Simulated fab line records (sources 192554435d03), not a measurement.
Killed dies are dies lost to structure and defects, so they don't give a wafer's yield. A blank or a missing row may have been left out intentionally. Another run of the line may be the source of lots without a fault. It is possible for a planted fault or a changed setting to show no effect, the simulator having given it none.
Which tool is to blame? + flow n5 finfet + 15 lots with 41 wafers sampled at 5 steps, on a route of 1938 steps

WHAT THE GAUGES SHOWED, per wafer
N5_HKMG_FIN_INSPECT_28: inspects for defects (darkfield). Usual: 42 for raw defect count, sd 18.
| lot  | measured    | on                | raw defect count | flag |
|------|-------------|-------------------|------------------|------|
| L430 | day 4 07:59 | defect inspect-01 | 23 22            |      |
| L431 | day 4 18:15 | defect inspect-01 | 30 25 26         |      |
| L433 | day 5 01:43 | defect inspect-01 | 36 30 37         |      |
| L434 | day 5 06:42 | defect inspect-02 | 50 79 50         |      |
| L435 | day 5 13:37 | defect inspect-01 | 67 76 47         |      |
| L436 | day 5 20:38 | defect inspect-01 | 42 28 62         |      |
| L437 | day 6 02:32 | defect inspect-02 | 33 78 32         |      |
| L438 | day 6 11:20 | defect inspect-01 | 25 82 34         |      |
| L439 | day 6 14:05 | defect inspect-02 | 34 35            |      |
| L441 | day 6 23:26 | defect inspect-02 | 27 52 42         |      |
| L443 | day 7 14:43 | defect inspect-02 | 39 49 50         |      |
| L445 | day 8 04:46 | defect inspect-01 | 26 30 62         |      |
| L446 | day 8 07:13 | defect inspect-02 | 35 74 47         |      |
| L447 | day 8 13:46 | defect inspect-02 | 28 43            |      |
| L451 | day 9 12:29 | defect inspect-01 | 40 29            |      |

N5_GATE_CUT_CD_MEAS_13: target cd 20 nm. Usual: 20.07 nm for cd nm, sd 0.28.
| lot  | measured    | on        | cd nm (nm)        | flag |
|------|-------------|-----------|-------------------|------|
| L430 | day 4 11:41 | cd sem-03 | 19.93 19.61       |      |
| L431 | day 4 22:00 | cd sem-01 | 20.02 19.93 19.53 |      |
| L433 | day 5 05:17 | cd sem-01 | 20.55 20.21 20.37 |      |
| L434 | day 5 10:16 | cd sem-02 | 19.77 19.98 19.87 |      |
| L435 | day 5 17:25 | cd sem-01 | 19.84 20.03 20.07 |      |
| L436 | day 6 00:29 | cd sem-03 | 20.64 20.26 20.00 |      |
| L437 | day 6 06:33 | cd sem-01 | 20.43 20.76 20.35 |      |
| L438 | day 6 15:03 | cd sem-02 | 20.34 19.63 20.10 |      |
| L439 | day 6 17:47 | cd sem-03 | 19.93 19.93       |      |
| L441 | day 7 03:04 | cd sem-03 | 17.77 17.70 17.67 | OFF  |
| L443 | day 7 19:02 | cd sem-02 | 18.24 17.95 18.47 | OFF  |
| L445 | day 8 08:30 | cd sem-02 | 18.63 18.95 18.91 | OFF  |
| L446 | day 8 11:13 | cd sem-01 | 20.34 19.79 20.35 |      |
| L447 | day 8 17:41 | cd sem-02 | 20.33 19.92       |      |
| L451 | day 9 16:19 | cd sem-01 | 19.87 19.87       |      |

N5_GATE_CUT_OVL_MEAS_14. Usual: for GATE_CUT_OVL the level is -0.3 nm and the standard deviation is 0.75.
| lot  | measured    | on         | GATE_CUT_OVL (nm) | flag |
|------|-------------|------------|-------------------|------|
| L430 | day 4 11:44 | overlay-02 | -0.7 -1.0         |      |
| L431 | day 4 22:02 | overlay-02 | 0.9 -0.7 -0.5     |      |
| L433 | day 5 05:19 | overlay-01 | -0.6 -0.5 -1.9    |      |
| L434 | day 5 10:19 | overlay-01 | -0.7 -1.4 -0.9    |      |
| L435 | day 5 17:28 | overlay-01 | -0.8 0.1 -0.7     |      |
| L436 | day 6 00:31 | overlay-01 | -0.5 -0.9 -0.6    |      |
| L437 | day 6 06:35 | overlay-01 | -0.1 0.0 -0.3     |      |
| L438 | day 6 15:05 | overlay-01 | 0.1 -0.9 -1.6     |      |
| L439 | day 6 17:50 | overlay-02 | -0.7 -0.9         |      |
| L441 | day 7 03:05 | overlay-02 | 1.3 1.6 0.3       |      |
| L443 | day 7 19:05 | overlay-01 | 1.1 -0.2 1.4      |      |
| L445 | day 8 08:32 | overlay-02 | -0.8 -0.7 0.3     |      |
| L446 | day 8 11:14 | overlay-01 | -1.2 -1.4 -1.0    |      |
| L447 | day 8 17:43 | overlay-01 | 0.2 0.3           |      |
| L451 | day 9 16:21 | overlay-02 | 0.5 0.8           |      |

EACH LOT AND THE TOOL THAT RAN IT (in order: tool; ch and the chambers of the sampled wafers; start)
| lot  | N5_GATE_CUT_ETCHBACK_30          | N5_GATE_CUT_EXPOSE_10            |
|------|----------------------------------|----------------------------------|
| L430 | rie metal-01 ch 0, day 4 08:14   | euv scanner-01 ch 0, day 4 11:34 |
| L431 | rie metal-02 ch 0,1, day 4 18:31 | euv scanner-01 ch 0, day 4 21:52 |
| L433 | rie metal-01 ch 0,1, day 5 01:57 | euv scanner-02 ch 0, day 5 05:10 |
| L434 | rie metal-02 ch 0,1, day 5 06:56 | euv scanner-02 ch 0, day 5 10:08 |
| L435 | rie metal-01 ch 0,1, day 5 13:55 | euv scanner-02 ch 0, day 5 17:18 |
| L436 | rie metal-01 ch 0, day 5 21:05   | euv scanner-02 ch 0, day 6 00:20 |
| L437 | rie metal-01 ch 0, day 6 03:00   | euv scanner-02 ch 0, day 6 06:26 |
| L438 | rie metal-03 ch 0,1, day 6 11:35 | euv scanner-01 ch 0, day 6 14:55 |
| L439 | rie metal-01 ch 0,1, day 6 14:20 | euv scanner-02 ch 0, day 6 17:40 |
| L441 | rie metal-01 ch 0,1, day 6 23:41 | euv scanner-01 ch 0, day 7 02:56 |
| L443 | rie metal-03 ch 0, day 7 14:58   | euv scanner-01 ch 0, day 7 18:55 |
| L445 | rie metal-01 ch 0, day 8 05:01   | euv scanner-01 ch 0, day 8 08:23 |
| L446 | rie metal-03 ch 0,1, day 8 07:28 | euv scanner-02 ch 0, day 8 11:05 |
| L447 | rie metal-01 ch 0,1, day 8 14:00 | euv scanner-02 ch 0, day 8 17:33 |
| L451 | rie metal-01 ch 1, day 9 12:46   | euv scanner-02 ch 0, day 9 16:11 |
- N5_GATE_CUT_ETCHBACK_30: etches TiN in Cl2/Ar, target depth 3 nm.
- N5_GATE_CUT_EXPOSE_10: exposes mask GATE CUT, target cd 20 nm.

AS READ BY THE TOOLS THEMSELVES (means over the sampled wafers that have a number; for cases with no such wafer, the mark the record gives instead)
N5_GATE_CUT_ETCHBACK_30. Usual: drypump motor current A 5.61 A, standard deviation 0.25; oes product au 0.78 a.u., standard deviation 0.15; throttle valve pct 21.19 %, standard deviation 0.19.
| lot  | tool         | drypump motor current A (A) | oes product au (a.u.) | throttle valve pct (%) | flag |
|------|--------------|-----------------------------|-----------------------|------------------------|------|
| L430 | rie metal-01 | 5.40                        | 0.93                  | 21.09                  |      |
| L431 | rie metal-02 | 5.45                        | 0.61                  | 21.15                  |      |
| L433 | rie metal-01 | 5.68                        | 0.70                  | 21.39                  |      |
| L434 | rie metal-02 | 5.44                        | 0.60                  | 21.15                  |      |
| L435 | rie metal-01 | 5.67                        | 0.70                  | 21.40                  |      |
| L436 | rie metal-01 | 5.40                        | 0.91                  | 21.10                  |      |
| L437 | rie metal-01 | 5.39                        | 0.90                  | 21.10                  |      |
| L438 | rie metal-03 | 5.83                        | 0.67                  | 21.25                  |      |
| L439 | rie metal-01 | 5.62                        | 0.96                  | 21.24                  |      |
| L441 | rie metal-01 | 5.67                        | 0.95                  | 21.30                  |      |
| L443 | rie metal-03 | 5.99                        | 0.61                  | 21.38                  |      |
| L445 | rie metal-01 | 5.40                        | 0.88                  | 21.10                  |      |
| L446 | rie metal-03 | 5.64                        | 0.70                  | 21.12                  |      |
| L447 | rie metal-01 | 5.63                        | 0.92                  | 21.26                  |      |
| L451 | rie metal-01 | 5.83                        | 0.94                  | 21.43                  |      |

N5_GATE_CUT_EXPOSE_10. Usual: 43.21 for exposure dose mJ cm2, sd 0.056.
| lot  | tool           | exposure dose mJ cm2 | flag |
|------|----------------|----------------------|------|
| L430 | euv scanner-01 | 43.22                |      |
| L431 | euv scanner-01 | 43.21                |      |
| L433 | euv scanner-02 | 43.24                |      |
| L434 | euv scanner-02 | 43.22                |      |
| L435 | euv scanner-02 | 43.21                |      |
| L436 | euv scanner-02 | 43.15                |      |
| L437 | euv scanner-02 | 43.20                |      |
| L438 | euv scanner-01 | 43.20                |      |
| L439 | euv scanner-02 | 43.22                |      |
| L441 | euv scanner-01 | 39.35                | OFF  |
| L443 | euv scanner-01 | 40.16                | OFF  |
| L445 | euv scanner-01 | 40.74                | OFF  |
| L446 | euv scanner-02 | 43.30                |      |
| L447 | euv scanner-02 | 43.20                |      |
| L451 | euv scanner-02 | 43.25                |      |

THE ANSWER, worked out from the rows above alone
Rule: take the mean of a lot's wafers that have a number; if it is more than 3 standard deviations from the usual mean, the lot is off. A lot without any number at a reading at which 4 lots or more have one is off too. All remaining lots with rows at the step are treated as sound. After the gauges, taken in route order, come the tools' own readings; for these a lot's mean is taken, as printed above. The first step at which some lot is off is used, and at that step the reading that is off furthest; a lot without a number counts as furthest.
Off: L441, L443, L445, at N5_GATE_CUT_CD_MEAS_13 (cd nm).
If a tool, at a process step before that reading, ran all the lots that are off and no sound lot after the first of them, it fits. The gauges at N5_GATE_CUT_CD_MEAS_13 aren't tried: what is off there is off at N5_GATE_CUT_EXPOSE_10 too, on other tools, and a gauge's error can't cause that. One fits: euv scanner-01 at N5_GATE_CUT_EXPOSE_10. A fault onset in the window from L438 (day 6 14:55, its last sound lot) to L441 (day 7 02:56, its first lot off) fits.
On the lots that are off, the tool's own readings at N5_GATE_CUT_EXPOSE_10 differ by more than 5 times the standard deviation of the sound lots' means, which bears it out; exposure dose mJ cm2 reads 40.08 there versus 43.22 on the sound lots.

WHAT WAS PUT IN BY THE SIMULATOR
Drift in process parameters on euv scanner-01 at N5_GATE_CUT_EXPOSE_10, starting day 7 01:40. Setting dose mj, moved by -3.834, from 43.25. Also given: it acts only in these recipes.
Lots struck among those shown: L441, L443, L445. The rule above found the same.
